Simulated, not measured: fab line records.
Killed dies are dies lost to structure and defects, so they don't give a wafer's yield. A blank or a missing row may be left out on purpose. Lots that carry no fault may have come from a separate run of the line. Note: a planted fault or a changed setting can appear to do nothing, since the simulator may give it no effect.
Lot-split experiment | flow n5_finfet | 7 lots, 21 wafers read, on a route of 1938 steps

## ABOUT THE SPLIT
At N5_BEOL_M5_COAT_60 (time 60 s, resist thk 12 nm), the setting spin_rpm was moved away from the recipe's 1500 rpm on 3 of the 21 wafers read, by +6.6% to +9.4%. This setting was run at the recipe's value on the other wafers.

## FROM THE SPLIT TO THE READING: what the file shows between them, 5 steps
- N5_BEOL_M5_COAT_71: time 60 s, resist thk 5 nm
- N5_BEOL_M5_COAT_05: resist thk 30 nm
- N5_BEOL_M5_DESCUM_16: chemistry O2, time 7 s
- N5_BEOL_M5_ETCH_72: etches underlayer in N2/H2, target depth 6.5 nm, time 5.2 s
- N5_BEOL_M5_ETCH_61: etches SiARC in CF4, target depth 15.6 nm, time 26 s

## THE READING
SiARC_of_BEOL_M5_COAT_60.thk_nm (the simulator's own value, which no gauge read), in nm, at N5_BEOL_M5_ETCH_62 (etches SOC in N2/H2, target depth 75 nm, overetch 15 nm, time 112.5 s). No usual value for it is given in the file. Average 6.8 nm, standard deviation 0.11 nm, over the 18 wafers here run with the recipe.

wafer  | tool, chamber at the split | spin_rpm as run, rpm | against the recipe | SiARC_of_BEOL_M5_COAT_60.thk_nm, nm | against lot-mates on the recipe
L076.1 | litho_track-05, 0          | 1599                 | +6.6%              | 6.4                                 | -0.4
L076.4 | litho_track-05, 0          | 1500                 | recipe             | 6.8                                 | -
L076.6 | litho_track-05, 0          | 1500                 | recipe             | 6.8                                 | -
L079.2 | litho_track-01, 0          | 1641                 | +9.4%              | 6.2                                 | -0.5
L079.3 | litho_track-01, 0          | 1500                 | recipe             | 6.8                                 | -
L079.6 | litho_track-01, 0          | 1500                 | recipe             | 6.6                                 | -
L081.3 | litho_track-02, 0          | 1500                 | recipe             | 6.6                                 | -
L081.4 | litho_track-02, 0          | 1500                 | recipe             | 6.8                                 | -
L081.5 | litho_track-02, 0          | 1500                 | recipe             | 6.8                                 | -
L083.1 | litho_track-02, 0          | 1500                 | recipe             | 6.8                                 | -
L083.6 | litho_track-02, 0          | 1500                 | recipe             | 6.8                                 | -
L083.3 | litho_track-02, 0          | 1500                 | recipe             | 7                                   | -
L086.1 | litho_track-02, 0          | 1500                 | recipe             | 6.6                                 | -
L086.2 | litho_track-02, 0          | 1500                 | recipe             | 6.6                                 | -
L086.3 | litho_track-02, 0          | 1600                 | +6.7%              | 6.2                                 | -0.4
L088.4 | litho_track-01, 0          | 1500                 | recipe             | 6.8                                 | -
L088.5 | litho_track-01, 0          | 1500                 | recipe             | 6.8                                 | -
L088.6 | litho_track-01, 0          | 1500                 | recipe             | 6.8                                 | -
L089.1 | litho_track-01, 0          | 1500                 | recipe             | 6.8                                 | -
L089.2 | litho_track-01, 0          | 1500                 | recipe             | 6.8                                 | -
L089.6 | litho_track-01, 0          | 1500                 | recipe             | 6.6                                 | -

FIT RESULTS
A straight line over all 21 wafers: SiARC_of_BEOL_M5_COAT_60.thk_nm changes by -0.0638 nm for each +1% of spin_rpm; r = -0.85; the points scatter about the line by 0.11 nm.
The same after taking each lot's own level away (the mean of its wafers on the recipe; 21 wafers): -0.0566 nm for each +1%; r = -0.91; scatter 0.073 nm.
According to that fit, moving spin_rpm by its largest amount changes the reading by 0.53 nm.
From 6.60 to 6.87 nm: that is the span of the lots' own levels, equal to 2.5 times the standard deviation above.
In other words, the slope is changed by the lot-to-lot level; the two fits disagree.
Check: with one of the wafers moved furthest among these (+9.4%) left out of the fit, the line predicts -0.567 nm for it against its lot-mates. Against them it came out at -0.5 nm.

## THESE WAFERS: OTHER SPLITS
Other splits were also applied to these wafers ahead of the reading. Each is held against what the fit with the lots' levels taken away leaves over:
other split on the same wafers    | wafers away from the commonest value | r with SiARC_of_BEOL_M5_COAT_60.thk_nm (lot level and that fit taken away)
N5_BEOL_M4_ETCH_64 bias_w         | 2                                    | +0.08
N5_BEOL_M4_COAT_67 spin_rpm       | 8                                    | +0.29
N5_BEOL_M4_ALD_98 ald_cycles      | 4                                    | -0.26
N5_BEOL_M4_ETCH_70 h2_flow_sccm   | 5                                    | -0.20
N5_BEOL_M5_HM_DEP_02 target_thk_a | 7                                    | +0.18

## THE WHOLE CHAIN: every reading that the file lists as answering this split, in the file's order
step               | what it does                                                          | reading                                                                          | change (the file's fit)                | r (the file's)
N5_BEOL_M5_ETCH_61 | etches SiARC in CF4, target depth 15.6 nm, time 26 s                  | etch.depth_nm (the simulator's own value, which no gauge read)                   | -0.0562 nm for each +1% of the setting | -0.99
N5_BEOL_M5_ETCH_62 | etches SOC in N2/H2, target depth 75 nm, overetch 15 nm, time 112.5 s | SiARC_of_BEOL_M5_COAT_60.thk_nm (the simulator's own value, which no gauge read) | -0.0567 nm for each +1% of the setting | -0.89

## FILE'S OWN FIT
SiARC_of_BEOL_M5_COAT_60.thk_nm changes by -0.0567 nm for each +1% of spin_rpm, r = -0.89.
